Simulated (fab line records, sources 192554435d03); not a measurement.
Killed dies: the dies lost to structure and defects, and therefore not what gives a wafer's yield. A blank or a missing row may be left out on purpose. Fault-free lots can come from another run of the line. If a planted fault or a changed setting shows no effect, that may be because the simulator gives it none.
Code-filled problem report in 8D (eight disciplines) form / flow n5_finfet / the parts of the form that need people (team, actions taken, sign-off) are left out

## 1. WHAT WENT WRONG
At N5_PASSIVATION_PROBE_49, killed_at_other averages 141.5 over 4 wafers from 2 lots, while fault-free wafers read 3.3, standard deviation 2.8. That is +49 standard deviations from the usual mean.
Seen first at day 13 21:32 on prober-02, wafer L196.1. The record has a number at this step for 6 wafers belonging to 2 lots. Rule for "out" (also "out of limits"): further than 4 standard deviations from the usual mean. Any other wafer with a number is counted as sound.

## 2. WHAT IT IS; WHAT IT IS NOT
question=which readings at this step | is=killed_at_other, defect_limited_yield, killed_dies, sort_bin_5_function, sort_n_pass, sort_yield_pct | is not=killed_at_M0_to_M3, killed_at_M4_up, killed_at_front_end, killed_open, killed_short, sort_bin_6_memory
question=which lots | is=L196, L202 | is not=-
question=which wafers of those lots | is=L196.1, L196.6, L202.1, L202.6 | is not=L196.3, L202.5
question=read on which tools | is=prober-02 | is not=-
question=when | is=from day 13 21:32 | is not=up to then (0 sound wafers); but 2 sound wafers of L196, L202 came after

## 3. WHAT RULES OUT EACH SUSPECT
Counting: any tool at a process step up to the reading remains a suspect provided it ran every lot that is out. Sound lots after the first of them don't rule it out here, since some wafers of a struck lot are sound.
- pecvd-04 at N5_PASSIVATION_PECVD_01 (deposits SiNx from SiH4/NH3/N2, target thk 200 nm, time 43.2 s): kept. It ran every lot that is out, first L196 (day 13 11:25).
- prober-02 at N5_PASSIVATION_PROBE_49: kept. It ran every lot that is out, first L196 (day 13 21:32). On those wafers its own readings are out: defect_limited_yield, killed_at_other, killed_dies, sort_bin_5_function, sort_n_pass, sort_yield_pct.
Left after counting: pecvd-04 at N5_PASSIVATION_PECVD_01, prober-02 at N5_PASSIVATION_PROBE_49.

## 4. THE CAUSE (what the simulator had put in)
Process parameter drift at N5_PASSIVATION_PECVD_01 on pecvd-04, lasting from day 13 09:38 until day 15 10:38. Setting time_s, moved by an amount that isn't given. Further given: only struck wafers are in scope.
After counting, 2 suspects remain, this tool included.

## 5. THE CHAIN OF EFFECTS, in route order
Rows list readings where the struck wafers' mean (over those with a number) sits beyond 3 standard deviations from the usual. Only readings for which the record gives a usual standard deviation are gone through. hours: the time from each lot's start at the first step in this table that gives one to its start at this step, as a median over the lots. sigmas: the change in usual standard deviations.
hours=0; step=N5_PASSIVATION_PROBE_49; reading=defect_limited_yield; usual=91.4 %; on struck wafers=79.8; change=-11.6; sigmas=-7.8
hours=0; step=N5_PASSIVATION_PROBE_49; reading=killed_at_other; usual=3.3; on struck wafers=141.5; change=+138.2; sigmas=+49
hours=0; step=N5_PASSIVATION_PROBE_49; reading=killed_dies; usual=101; on struck wafers=238; change=+138; sigmas=+7.6
hours=0; step=N5_PASSIVATION_PROBE_49; reading=sort_bin_5_function; usual=5.0 %; on struck wafers=16.6; change=+11.6; sigmas=+12
hours=0; step=N5_PASSIVATION_PROBE_49; reading=sort_n_pass; usual=1079; on struck wafers=942; change=-138; sigmas=-7.6
hours=0; step=N5_PASSIVATION_PROBE_49; reading=sort_yield_pct; usual=91.4 %; on struck wafers=79.8; change=-11.6; sigmas=-7.8
Process steps it contains:
- N5_PASSIVATION_PROBE_49

## 6. HOW IT WOULD HAVE BEEN CAUGHT EARLIER
In this record the first reading out of limits was taken at day 13 21:32, 12 hours after the fault began at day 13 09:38.
Tool readings at N5_PASSIVATION_PECVD_01 with a usual standard deviation given in the record: none out on any struck wafer, hence no alarm at a limit of 4 standard deviations on them.
L202, from the lots that are out (2), started N5_PASSIVATION_PECVD_01 on pecvd-04 later than day 13 21:32. A hold on the tool at that time would have spared it.
